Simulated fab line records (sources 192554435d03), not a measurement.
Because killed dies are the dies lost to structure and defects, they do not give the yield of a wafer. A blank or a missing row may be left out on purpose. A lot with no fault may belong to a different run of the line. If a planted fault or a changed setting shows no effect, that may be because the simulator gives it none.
Split-lot study | flow n5-finfet | 21 wafers read from 7 lots, route of 1938 steps

ON THE SPLIT
At N5_BEOL_M14_PEB_08 (peb time 90 s), the setting peb-temp-c was moved away from the recipe's 130 C on 4 of the 21 wafers read, by -2.8% to -2.0%. The other wafers ran this setting at the recipe's value.

FROM THE SPLIT TO THE READING: what the file shows between them, 5 steps
- N5_BEOL_M14_DEVELOP_09: develop time 45 s
- N5_BEOL_M14_HARDBAKE_14: time 120 s
- N5_BEOL_M14_CD_MEAS_10: target cd 250 nm
- N5_BEOL_M14_STRIP_71: strips in post etch residue remover, time 60 s
- N5_BEOL_M14_SRD_72: time 30 s, dry time 30 s

THE READING
Shown in nm: cd-nm at N5_BEOL_M14_CD_MEAS_17, with target cd 250 nm. Fault-free wafers of this fab line usually give 250.1 nm, standard deviation 1.9 nm.

wafer  | tool, chamber at the split | peb-temp-c as run, C | against the recipe | cd-nm, nm | against lot-mates on the recipe
L077.4 | litho-track-02, 0          | 130                  | recipe             | 251.1     | -
L077.5 | litho-track-02, 0          | 130                  | recipe             | 247.8     | -
L077.6 | litho-track-02, 0          | 130                  | recipe             | 248.3     | -
L082.2 | litho-track-04, 0          | 130                  | recipe             | 251.2     | -
L082.5 | litho-track-04, 0          | 130                  | recipe             | 251.9     | -
L082.6 | litho-track-04, 0          | 130                  | recipe             | 251.9     | -
L085.3 | litho-track-04, 0          | 130                  | recipe             | 250.3     | -
L085.4 | litho-track-04, 0          | 130                  | recipe             | 250.9     | -
L085.5 | litho-track-04, 0          | 130                  | recipe             | 247.9     | -
L087.3 | litho-track-05, 0          | 130                  | recipe             | 248.5     | -
L087.4 | litho-track-05, 0          | 130                  | recipe             | 248.0     | -
L087.6 | litho-track-05, 0          | 126.4                | -2.8%              | 230.7     | -17.6
L091.1 | litho-track-02, 0          | 130                  | recipe             | 250.8     | -
L091.2 | litho-track-02, 0          | 126.3                | -2.8%              | 230.3     | -20.5
L091.3 | litho-track-02, 0          | 126.3                | -2.8%              | 227.8     | -23.0
L092.1 | litho-track-02, 0          | 130                  | recipe             | 250.1     | -
L092.3 | litho-track-02, 0          | 130                  | recipe             | 247.8     | -
L092.5 | litho-track-02, 0          | 130                  | recipe             | 249.8     | -
L095.1 | litho-track-04, 0          | 130                  | recipe             | 246.8     | -
L095.2 | litho-track-04, 0          | 127.4                | -2.0%              | 234.6     | -14.3
L095.5 | litho-track-04, 0          | 130                  | recipe             | 251.0     | -

FIT RESULTS
A straight line over all 21 wafers: cd-nm changes by +7.17 nm for each +1% of peb-temp-c; r = +0.98; the points scatter about the line by 1.6 nm.
The same after taking each lot's own level away (the mean of its wafers on the recipe; 21 wafers): +7.21 nm for each +1%; r = +0.99; scatter 1.4 nm.
On that fit, the largest move of peb-temp-c shifts the reading by 21 nm.
The lots' own levels span 248.25 to 251.67 nm, that is 1.8 times the standard deviation above.
So the lot-to-lot level changes the slope little: the two slopes agree.
Check: -20.5 nm against its lot-mates is what the line predicts for one of the wafers moved furthest among these (-2.8%) when that wafer is left out of the fit. Against them it came out at -20.5 nm.

THE WHOLE CHAIN: every reading that the file lists as answering this split, in the file's order
step                   | what it does     | reading | change (the file's fit)              | r (the file's)
N5_BEOL_M14_CD_MEAS_10 | target cd 250 nm | cd-nm   | +6.58 nm for each +1% of the setting | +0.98
N5_BEOL_M14_CD_MEAS_17 | target cd 250 nm | cd-nm   | +7.05 nm for each +1% of the setting | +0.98

THE FILE'S OWN FIT
cd-nm changes by +7.05 nm for each +1% of peb-temp-c, r = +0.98.
